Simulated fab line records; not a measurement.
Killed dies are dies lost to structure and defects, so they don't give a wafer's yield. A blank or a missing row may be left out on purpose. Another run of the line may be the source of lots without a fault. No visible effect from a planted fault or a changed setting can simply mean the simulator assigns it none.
fab line records -- flow nandHarc
record: lots: 5, wafers: 15, lastDay: 25
route steps=1159 shown A_BONDPAD@1089 HYBRID_BOND@1094 THIN_TSV@1101 END@1159
lots that met no fault: from a run of the same line without faults
startH: start of the lot's first displayed wafer, in hours after the record's first day -- waitH: hours from the lot's prior step to this one -- " same as the row above -- L1.1+2: a row that stands for several wafers -- - either no value or no given start -- * or withheld: withheld -- < > ~ a bound
route shown NAME@n: a module of which the file shows steps, and the number in the route of the first -- usual: average and standard deviation across the fault-free wafers -- same: alike in all rows -- chamber/n: place in a boat -- sites: each site's reading -- _std_site: the standard deviation of these -- _edge_site: outer sites' mean less inner sites' -- radiusMm: for every site, how far away it sits from the centre of the wafer -- mask NAME#n: copy n -- behind: the most recent tool/chamber to have shaped the wafer -- hold: why the lot went on hold/how many hours it stayed there/how the hold came to an end -- device: the n, p or np transistor that did not switch -- end of line: the route-end tests of the same wafers -- step lacking rows: just its recipe -- killed: dies lost to structure and defects at the first sort, not the wafer's yield -- map: a wafer's dies, marking killed ones x, the rest . and places with no die _
set.NAME: the setting as run; set.NAME@STEP: as run at that earlier step -- model.NAME: the simulator's own value behind a step, which no gauge read
lots at selected steps of the route; one table per step, one row per wafer
services: the hour from which a tool's chamber was out of use, counted from the record's first day as startH (under 0 if before that day), plus the number of hours and why
== steps ==
step: NHARC_A_BONDPAD_THK_MEAS_20
recipe: thkMeasGauge: xrf
usual: thkNm: 170.1/1.5
lot.wafer,tool,chamber,startH,waitH,thkNm
L838.1,filmMetro-01,-,435.59,-,171.0
L838.3,filmMetro-01,-,435.59,-,169.7
L838.6,filmMetro-01,-,435.59,-,172.3
L844.3,filmMetro-01,-,469.29,-,168.3
L844.4,filmMetro-01,-,469.29,-,169.9
L844.6,filmMetro-01,-,469.29,-,169.2
L848.2,filmMetro-02,-,471.94,-,170.4
L848.5,filmMetro-02,-,471.94,-,169.2
L848.6,filmMetro-02,-,471.94,-,171.8
L845.2,filmMetro-01,-,477.98,-,169.0
L845.4,filmMetro-01,-,477.98,-,174.5
L845.5,filmMetro-01,-,477.98,-,171.3
L857.1,filmMetro-02,-,565.27,-,170.7
L857.3,filmMetro-02,-,565.27,-,168.5
L857.5,filmMetro-02,-,565.27,-,170.2
step: NHARC_A_BONDPAD_SRD_21
recipe: timeS: 30, tempC: 23, dryTimeS: 20, spinRpm: 1500
step: NHARC_A_BONDPAD_INSPECT_23
usual: rawDefectCount: 445/100
lot.wafer,tool,chamber,startH,waitH,rawDefectCount
L838.1,defectInspect-01,-,435.85,0.0,289
L838.3,defectInspect-01,-,435.85,0.0,385
L838.6,defectInspect-01,-,435.85,0.0,259
L844.3,defectInspect-02,-,469.49,0.0,353
L844.4,defectInspect-02,-,469.49,0.0,338
L844.6,defectInspect-02,-,469.49,0.0,443
L848.2,defectInspect-02,-,472.16,0.1,552
L848.5,defectInspect-02,-,472.16,0.1,328
L848.6,defectInspect-02,-,472.16,0.1,348
L845.2,defectInspect-01,-,478.20,0.0,564
L845.4,defectInspect-01,-,478.20,0.0,489
L845.5,defectInspect-01,-,478.20,0.0,521
L857.1,defectInspect-01,-,565.49,0.0,463
L857.3,defectInspect-01,-,565.49,0.0,468
L857.5,defectInspect-01,-,565.49,0.0,497
step: NHARC_HYBRID_BOND_ACTIVATE_00
recipe: timeS: 60, n2FlowSccm: 200, arFlowSccm: 0, biasPowerW: 0, chemistry: N2
usual: drypumpMotorCurrentA: 5.7/0.51, oesProductAu: 0.994/0.0078, rfVppV: 63.9/0.8, showerheadPlenumPTorr: 1.73/0.077
lot.wafer,tool,chamber,startH,waitH,drypumpMotorCurrentA,oesProductAu,rfHoursCounterH,rfVppV,showerheadPlenumPTorr
L838.1,rieDiel-13,0,435.93,0.1,5.5,0.998,56,62.9,1.67
L838.3,rieDiel-13,3,435.93,0.1,5.6,0.988,52,62.8,1.71
L838.6,rieDiel-13,2,435.93,0.1,5.6,1.003,-,63.6,1.82
L844.3,rieDiel-09,1,469.57,0.1,4.9,0.991,4,64.1,1.84
L844.4,rieDiel-09,2,469.57,0.1,5.5,0.980,4,63.6,1.66
L844.6,rieDiel-09,3,469.57,0.1,6.0,1.000,-,64.3,1.70
L848.2,rieDiel-09,1,472.25,0.1,4.9,0.988,4,65.3,1.84
L848.6,rieDiel-09,3,472.25,0.1,6.0,0.987,-,63.4,1.70
L848.5,rieDiel-09,0,472.25,0.1,6.3,0.993,-,63.2,1.66
L845.4,rieDiel-04,1,478.26,0.1,5.5,0.998,0,65.6,1.84
L845.2,rieDiel-04,3,478.26,0.1,6.1,0.995,1,64.5,1.82
L845.5,rieDiel-04,2,478.26,0.1,5.4,1.004,-,64.3,1.66
L857.1,rieDiel-09,1,565.55,0.1,4.9,0.988,13,64.6,1.84
L857.3,rieDiel-09,3,565.55,0.1,6.0,1.002,11,64.5,1.70
L857.5,rieDiel-09,1,565.55,0.1,4.9,0.995,-,64.3,1.84
step: NHARC_HYBRID_BOND_PRECLEAN_01
recipe: timeS: 300, tempC: 23, chemistry: DIW
step: NHARC_HYBRID_BOND_SRD_02
recipe: timeS: 30, tempC: 23, dryTimeS: 20, spinRpm: 1500
step: NHARC_HYBRID_BOND_BOND_03
recipe: tempC: 25
step: NHARC_HYBRID_BOND_ANNEAL_04
recipe: tempC: 300, timeS: 7200, rampUpCPerMin: 5, rampDownCPerMin: 3, idleTempC: 100, pressureAtm: 1
step: NHARC_HYBRID_BOND_OVL_MEAS_05
usual: overlayXNm: 3/31, overlayYNm: 1/32
lot.wafer,tool,chamber,startH,waitH,overlayXNm,overlayYNm
L838.1,overlay-01,-,446.16,0.4,-7,-51
L838.3,overlay-01,-,446.16,0.4,4,-16
L838.6,overlay-01,-,446.16,0.4,4,22
L844.3,overlay-01,-,481.48,0.4,-3,-35
L844.4,overlay-01,-,481.48,0.4,-18,4
L844.6,overlay-01,-,481.48,0.4,22,-51
L848.2,overlay-02,-,481.49,0.4,-44,-8
L848.5,overlay-02,-,481.49,0.4,19,42
L848.6,overlay-02,-,481.49,0.4,-7,14
L845.2,overlay-02,-,488.41,0.4,-30,1
L845.4,overlay-02,-,488.41,0.4,31,-1
L845.5,overlay-02,-,488.41,0.4,0,-58
L857.1,overlay-02,-,575.26,0.4,1,21
L857.3,overlay-02,-,575.26,0.4,6,26
L857.5,overlay-02,-,575.26,0.4,1,-23
step: NHARC_HYBRID_BOND_INSPECT_06
recipe: inspectInstrument: irVoid
usual: rawDefectCount: 31/15
lot.wafer,tool,chamber,startH,waitH,rawDefectCount
L838.1,defectInspect-02,-,446.21,0.0,21
L838.3,defectInspect-02,-,446.21,0.0,24
L838.6,defectInspect-02,-,446.21,0.0,21
L844.3,defectInspect-01,-,481.54,0.1,40
L844.4,defectInspect-01,-,481.54,0.1,36
L844.6,defectInspect-01,-,481.54,0.1,48
L848.2,defectInspect-02,-,481.56,0.1,42
L848.5,defectInspect-02,-,481.56,0.1,38
L848.6,defectInspect-02,-,481.56,0.1,48
L845.2,defectInspect-01,-,488.46,0.1,50
L845.4,defectInspect-01,-,488.46,0.1,53
L845.5,defectInspect-01,-,488.46,0.1,59
L857.1,defectInspect-01,-,575.31,0.0,56
L857.3,defectInspect-01,-,575.31,0.0,51
L857.5,defectInspect-01,-,575.31,0.0,53
step: NHARC_THIN_TSV_GRIND_00
recipe: targetThkUm: 6
usual: motorCurrentA: 12.002/0.023
lot.wafer,tool,chamber,startH,waitH,motorCurrentA
L838.1,grinder-01,0,446.37,0.1,12.021
L838.3,grinder-01,0,446.37,0.1,12.017
L838.6,grinder-01,0,446.37,0.1,12.039
L844.3,grinder-01,0,482.08,0.5,11.982
L844.4,grinder-01,0,482.08,0.5,11.982
L844.6,grinder-01,0,482.08,0.5,11.970
L848.2,grinder-01,0,485.47,3.9,11.994
L848.5,grinder-01,0,485.47,3.9,12.018
L848.6,grinder-01,0,485.47,3.9,11.978
L845.2,grinder-01,0,488.81,0.3,12.024
L845.4,grinder-01,0,488.81,0.3,12.005
L845.5,grinder-01,0,488.81,0.3,11.984
L857.1,grinder-01,0,575.46,0.1,11.995
L857.3,grinder-01,0,575.46,0.1,12.000
L857.5,grinder-01,0,575.46,0.1,12.046
step: NHARC_THIN_TSV_CMP_01
recipe: targetThkUm: 3
usual: motorCurrentA: 12.2/1.1, retainingRingPressureFrac: 1.000/0.0049, slurryFilterDpKPa: 13.49/0.13
lot.wafer,tool,chamber,startH,waitH,motorCurrentA,retainingRingPressureFrac,slurryFilterDpKPa
L838.3,cmp-04,1,447.60,0.6,11.9,0.998,13.38
L838.1,cmp-04,2,447.60,0.6,13.4,1.007,13.45
L838.6,cmp-04,2,447.60,0.6,13.6,1.001,13.67
L844.4,cmp-04,3,482.92,0.4,12.0,0.995,13.30
L844.3,cmp-04,0,482.92,0.4,10.8,1.004,13.62
L844.6,cmp-04,0,482.92,0.4,10.7,1.001,13.50
L848.2,cmp-02,3,486.53,0.9,10.8,1.003,13.14
L848.6,cmp-02,1,486.53,0.9,10.9,0.997,13.61
L848.5,cmp-02,2,486.53,0.9,14.0,1.003,13.22
L845.4,cmp-04,3,489.87,0.5,11.6,0.999,13.51
L845.2,cmp-04,1,489.87,0.5,12.5,1.006,13.53
L845.5,cmp-04,2,489.87,0.5,13.8,0.998,13.52
L857.1,cmp-01,1,576.70,1.0,11.9,1.002,13.57
L857.3,cmp-01,2,576.70,1.0,11.8,1.000,13.49
L857.5,cmp-01,2,576.70,1.0,11.8,0.999,13.58
step: NHARC_THIN_TSV_SRD_03
step: NHARC_THIN_TSV_PRECLEAN_41
recipe: timeS: *, tempC: 50, bathAgeMin: 0, chemistry: SC1
step: NHARC_THIN_TSV_SRD_42
step: NHARC_THIN_TSV_DEP_43
recipe: targetThkA: 13285, tempC: withheld, pressureTorr: 6.5, rfW: 900, teosFlowSccm: 161.4, flowSccm: 2650, targetThkNm: 1328.5, gas: O2, material: SiO2
step: NHARC_THIN_TSV_DEHYDRATE_04
recipe: tempC: 150, timeS: 120
step: NHARC_THIN_TSV_HMDS_05
recipe: timeS: 30
step: NHARC_THIN_TSV_COAT_06
recipe: spinRpm: *
step: NHARC_THIN_TSV_SOFTBAKE_07
recipe: tempC: 122, timeS: 95
step: NHARC_THIN_TSV_EBR_08
step: NHARC_THIN_TSV_EXPOSE_09
recipe: na: 0.55, doseMj: 30.7, maskId: TSV
step: NHARC_THIN_TSV_PEB_10
recipe: pebTempC: 118, pebTimeS: 85
step: NHARC_THIN_TSV_DEVELOP_11
recipe: timeS: 70
step: NHARC_THIN_TSV_CD_MEAS_12
recipe: targetCdNm: 1000, landingEnergyEv: 500
usual: cdNm: 1000.1/1.6
lot.wafer,tool,chamber,startH,waitH,cdNm
L838.1,cdSem-03,0,448.92,-,999.2
L838.3,cdSem-03,0,448.92,-,998.3
L838.6,cdSem-03,0,448.92,-,1001.0
L844.3,cdSem-02,0,484.24,-,1000.8
L844.4,cdSem-02,0,484.24,-,1000.2
L844.6,cdSem-02,0,484.24,-,999.8
L848.2,cdSem-01,0,487.68,-,1003.1
L848.5,cdSem-01,0,487.68,-,998.2
L848.6,cdSem-01,0,487.68,-,999.5
L845.2,cdSem-02,0,491.05,-,999.5
L845.4,cdSem-02,0,491.05,-,999.2
L845.5,cdSem-02,0,491.05,-,997.1
L857.1,cdSem-01,0,578.02,-,998.6
L857.3,cdSem-01,0,578.02,-,1001.6
L857.5,cdSem-01,0,578.02,-,1000.9
step: NHARC_THIN_TSV_HARDBAKE_13
recipe: tempC: 125, timeS: 80
step: NHARC_THIN_TSV_DESCUM_14
recipe: timeS: 3, o2FlowSccm: 200, arFlowSccm: 0, biasPowerW: 0, chemistry: O2
step: NHARC_THIN_TSV_ETCH_44
recipe: targetDepthA: 15942, timeS: 797.1, cf4FlowSccm: 150, o2FlowSccm: 10, arFlowSccm: 0, rfW: 300, biasW: 800, chemistry: CF4/O2
step: NHARC_THIN_TSV_ETCH_15
recipe: targetDepthA: 30000, boschTargetOveretchCycles: 2, boschEtchStepS: 2.8, boschDepStepS: 1.2, boschCycles: 14
usual: drypumpMotorCurrentA: 5.7/0.47
same: boschCycles: 14
lot.wafer,tool,chamber,startH,waitH,drypumpMotorCurrentA,rfHoursCounterH
L838.1,rieSi-05,2,449.73,-,5.8,0.3
L838.3,rieSi-05,3,449.73,-,5.0,0.2
L838.6,rieSi-05,2,449.73,-,5.8,-
L844.3,rieSi-06,0,485.08,-,6.2,1.1
L844.4,rieSi-06,1,485.08,-,5.9,1.0
L844.6,rieSi-06,2,485.08,-,5.4,-
L848.2,rieSi-02,1,488.53,-,5.2,0.9
L848.6,rieSi-02,3,488.53,-,6.6,-
L848.5,rieSi-02,0,488.53,-,5.6,-
L845.2,rieSi-02,0,491.90,-,5.6,0.9
L845.4,rieSi-02,1,491.90,-,5.2,1.0
L845.5,rieSi-02,3,491.90,-,6.6,-
L857.1,rieSi-06,3,578.84,-,6.1,0.2
L857.3,rieSi-06,0,578.84,-,6.2,0.3
L857.5,rieSi-06,2,578.84,-,5.4,-
step: NHARC_THIN_TSV_CD_MEAS_16
usual: cdNm: 999.6/1.7
lot.wafer,tool,chamber,startH,waitH,cdNm
L838.1,cdSem-01,-,449.88,0.1,998.4
L838.3,cdSem-01,-,449.88,0.1,997.4
L838.6,cdSem-01,-,449.88,0.1,1000.4
L844.3,cdSem-01,-,485.20,0.1,999.8
L844.4,cdSem-01,-,485.20,0.1,1000.1
L844.6,cdSem-01,-,485.20,0.1,998.9
L848.2,cdSem-03,-,488.65,0.1,1003.6
L848.5,cdSem-03,-,488.65,0.1,998.4
L848.6,cdSem-03,-,488.65,0.1,999.5
L845.2,cdSem-01,-,492.02,0.1,999.3
L845.4,cdSem-01,-,492.02,0.1,998.9
L845.5,cdSem-01,-,492.02,0.1,996.3
L857.1,cdSem-03,-,578.98,0.1,997.7
L857.3,cdSem-03,-,578.98,0.1,1001.1
L857.5,cdSem-03,-,578.98,0.1,999.7
step: NHARC_THIN_TSV_STRIP_45
recipe: powerW: 1500, tempC: 250, chemistry: O2
step: NHARC_THIN_TSV_STRIP_46
recipe: timeS: 1200, tempC: 72.5, chemistry: postEtchResidueRemover
step: NHARC_THIN_TSV_DEP_47
recipe: targetThkA: 2000, tempC: withheld, pressureTorr: 6.5, rfW: 900, teosFlowSccm: 161.4, flowSccm: 2650, targetThkNm: 200, gas: O2, material: SiO2
step: NHARC_THIN_TSV_ETCHBACK_48
recipe: targetDepthA: 10285, overEtchFrac: 0.3, timeS: 405.17, ionEnergyEv: 250, c4f8FlowSccm: withheld, arFlowSccm: withheld, rfW: 600, biasW: 300, chemistry: C4F8/Ar
step: NHARC_THIN_TSV_STRIP_62
recipe: powerW: 1500, tempC: 250, timeS: 20, chemistry: N2/H2
usual: drypumpMotorCurrentA: 5.38/0.086, heaterPowerW: 327/11
lot.wafer,tool,chamber,startH,waitH,drypumpMotorCurrentA,heaterPowerW,rfHoursCounterH
L838.1,plasmaAsher-02,1,451.80,-,5.40,316,26
L838.3,plasmaAsher-02,0,451.80,-,5.29,334,-
L838.6,plasmaAsher-02,0,451.80,-,5.28,332,-
L844.3,plasmaAsher-02,1,486.91,-,5.39,320,-
L844.4,plasmaAsher-02,0,486.91,-,5.28,334,-
L844.6,plasmaAsher-02,1,486.91,-,5.43,322,-
L848.2,plasmaAsher-02,0,490.27,-,5.28,326,41
L848.6,plasmaAsher-02,0,490.27,-,5.29,333,-
L848.5,plasmaAsher-02,1,490.27,-,5.43,320,-
L845.2,plasmaAsher-02,0,493.67,-,5.30,331,42
L845.4,plasmaAsher-02,1,493.67,-,5.36,316,-
L845.5,plasmaAsher-02,1,493.67,-,5.41,319,-
L857.1,plasmaAsher-02,0,580.73,-,5.31,322,13
L857.3,plasmaAsher-02,1,580.73,-,5.39,304,-
L857.5,plasmaAsher-02,1,580.73,-,5.40,308,-
step: NHARC_THIN_TSV_DEGAS_49
recipe: tempC: 300, timeS: 120
usual: heaterPowerW: 469/46
lot.wafer,tool,chamber,startH,waitH,heaterPowerW
L838.3,pvdSputter-02,-,451.95,0.1,457
L838.1,pvdSputter-02,-,451.95,0.1,496
L838.6,pvdSputter-02,-,451.95,0.1,459
L844.3,pvdSputter-02,-,487.06,0.1,477
L844.4,pvdSputter-02,-,487.06,0.1,451
L844.6,pvdSputter-02,-,487.06,0.1,611
L848.2,pvdSputter-02,-,490.44,0.1,493
L848.5,pvdSputter-02,-,490.44,0.1,486
L848.6,pvdSputter-02,-,490.44,0.1,435
L845.2,pvdSputter-03,-,493.84,0.1,487
L845.4,pvdSputter-03,-,493.84,0.1,424
L845.5,pvdSputter-03,-,493.84,0.1,467
L857.1,pvdSputter-03,-,580.88,0.1,445
L857.3,pvdSputter-03,-,580.88,0.1,433
L857.5,pvdSputter-03,-,580.88,0.1,442
step: NHARC_THIN_TSV_PRE_CLEAN_50
recipe: timeS: 30, tempC: 280, gas: H2/He
step: NHARC_THIN_TSV_PVD_19
recipe: targetThkA: 200, chamberPressurePa: 5, material: TaN
step: NHARC_THIN_TSV_PVD_51
recipe: targetThkA: 1000, chamberPressurePa: 5, material: Cu
step: NHARC_END_SORT_01
recipe: tempC: 25
usual: defectLimitedYield: 95.6/1.6, killedAtArray: 26/10, killedAtOther: 0.8/1.1, killedAtPeriphery: 3.3/2.6, killedDies: 30/11, killedOpen: 3.4/1.8, killedShort: 2.0/1.3, sort_bin_2_pct: 1.4/0.6, sort_bin_3_pct: 0.22/0.19, sort_bin_4_pct: 2.8/1.1, sortNPass: 647/11, sortRimYieldPct: 95.8/3, sortYieldPct: 95.6/1.6
same: grossDies: 677, sort_bin_5_pct[%]: 0, sort_bin_6_pct[%]: 0, sort_bin_7_pct[%]: 0, sort_bin_8_pct[%]: 0, sortRimNGross: 106.00
lot.wafer,tool,chamber,startH,waitH,defectLimitedYield[%],killedAtArray,killedAtOther,killedAtPeriphery,killedDies,killedOpen,killedShort,sort_bin_2_pct[%],sort_bin_3_pct[%],sort_bin_4_pct[%],sortNPass,sortRimYieldPct[%],sortYieldPct[%]
L845.2,prober-01,0,515.43,2.8,0,49,627,1,677,3,0,95.0,0,5.0,0,0,0
killed by level:class
L845.2 THIN_TSV:areaCmp=627 A_SLIT:chamberFilmFlake=19 A_CHANNEL_HOLE_D1:chamberFilmFlake=17 A_CONTACT:chamberFilmFlake=8 A_STAIRCASE:chamberFilmFlake=2 A_CONTACT:geometricParticle:open=1 A_BLC:geometricParticle:open=1 A_M1:geometricParticle:open=1
map L845.2 (x killed, . not)
____________x____________
_________xxxxxxx_________
_______xxxxxxxxxxx_______
______xxxxxxxxxxxxx______
_____xxxxxxxxxxxxxxx_____
____xxxxxxxxxxxxxxxxx____
____xxxxxxxxxxxxxxxxx____
___xxxxxxxxxxxxxxxxxxx___
___xxxxxxxxxxxxxxxxxxx___
__xxxxxxxxxxxxxxxxxxxxx__
__xxxxxxxxxxxxxxxxxxxxx__
_xxxxxxxxxxxxxxxxxxxxxxx_
_xxxxxxxxxxxxxxxxxxxxxxx_
_xxxxxxxxxxxxxxxxxxxxxxx_
_xxxxxxxxxxxxxxxxxxxxxxx_
_xxxxxxxxxxxxxxxxxxxxxxx_
xxxxxxxxxxxxxxxxxxxxxxxxx
xxxxxxxxxxxxxxxxxxxxxxxxx
xxxxxxxxxxxxxxxxxxxxxxxxx
xxxxxxxxxxxxxxxxxxxxxxxxx
xxxxxxxxxxxxxxxxxxxxxxxxx
_xxxxxxxxxxxxxxxxxxxxxxx_
_xxxxxxxxxxxxxxxxxxxxxxx_
_xxxxxxxxxxxxxxxxxxxxxxx_
_xxxxxxxxxxxxxxxxxxxxxxx_
_xxxxxxxxxxxxxxxxxxxxxxx_
__xxxxxxxxxxxxxxxxxxxxx__
__xxxxxxxxxxxxxxxxxxxxx__
___xxxxxxxxxxxxxxxxxxx___
___xxxxxxxxxxxxxxxxxxx___
____xxxxxxxxxxxxxxxxx____
____xxxxxxxxxxxxxxxxx____
_____xxxxxxxxxxxxxxx_____
______xxxxxxxxxxxxx______
_______xxxxxxxxxxx_______
_________xxxxxxx_________
____________x____________
map L844.6 (x killed, . not)
____________.____________
_________...x..._________
_______.x..x......_______
______.............______
_____....x......x..._____
____.................____
____......x.....x....____
___.........x...x.x...___
___...................___
__..........x.x.x.x....__
__............x...x....__
_...............x......._
_............x.........._
_...........x..........._
_..............xx......._
_.............x........._
x........x...............
x.x.............x........
xx....x..................
x........................
x.x......................
_.........x............._
_......................._
_x......................_
_x........x..x.........._
_......................._
__.....................__
__.......x.............__
___...................___
___...................___
____.................____
____.........x.......____
_____..............._____
______.............______
_______..........._______
_________......._________
____________.____________
== services ==
tool,chamber,startH,hours,kind
rieSi-05,-,416.00,9.0,pm
grinder-01,-,416.81,6.7,repair
pvdSputter-03,-,424.48,15.2,repair
rieDiel-09,-,431.10,9.0,pm
cmp-04,-,431.47,1.5,repair
pvdSputter-03,-,458.09,10.0,pm
grinder-01,-,469.31,2.0,repair
rieSi-06,2,471.92,2.1,repair
grinder-01,-,479.12,1.6,repair
plasmaAsher-02,-,480.12,0.7,repair
pvdSputter-03,-,480.42,8.7,repair
cmp-04,-,497.17,4.0,pm
rieSi-06,0,507.96,13.2,repair
rieSi-02,3,510.66,14.3,repair
pvdSputter-02,-,521.76,2.1,repair
rieSi-06,-,537.00,9.0,pm
plasmaAsher-02,-,539.77,9.0,pm
pvdSputter-03,-,548.06,24.0,repair
rieSi-02,-,565.00,9.0,pm
pvdSputter-02,-,565.36,3.7,repair
rieDiel-09,2,565.40,1.7,repair
grinder-01,-,569.32,0.6,repair
pvdSputter-02,-,570.00,10.0,pm
pvdSputter-03,-,574.65,0.6,repair
== key ==
firstSign: step: NHARC_END_SORT_01, reading: killedAtOther, direction: up, sigmas: 99+, usual: 0.8, struck: 627
effect: step: NHARC_END_SORT_01, reading: sort_bin_2_pct, direction: up, sigmas: 99+, usual: 1.4, struck: 95.0
moreKillsBornAt: NHARC_THIN_TSV_CMP_01@cmp-04: 627
metAt NHARC_THIN_TSV_GRIND_00
struckWafers L845.2
laterRowsLeftOut L845.2
onsetBetween 485.47 488.81
fault: kind: processParameterDrift, tool: grinder-01, chamber: -, onsetH: 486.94, steps: NHARC_THIN_TSV_GRIND_00, channel: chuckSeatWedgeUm, offset: 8, shape: step, endH: 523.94, scope: struckWafersOnly
laterRowsLeftOut: the simulator's readings of these wafers behind a module that went badly wrong aren't trusted and aren't shown, but for the sort
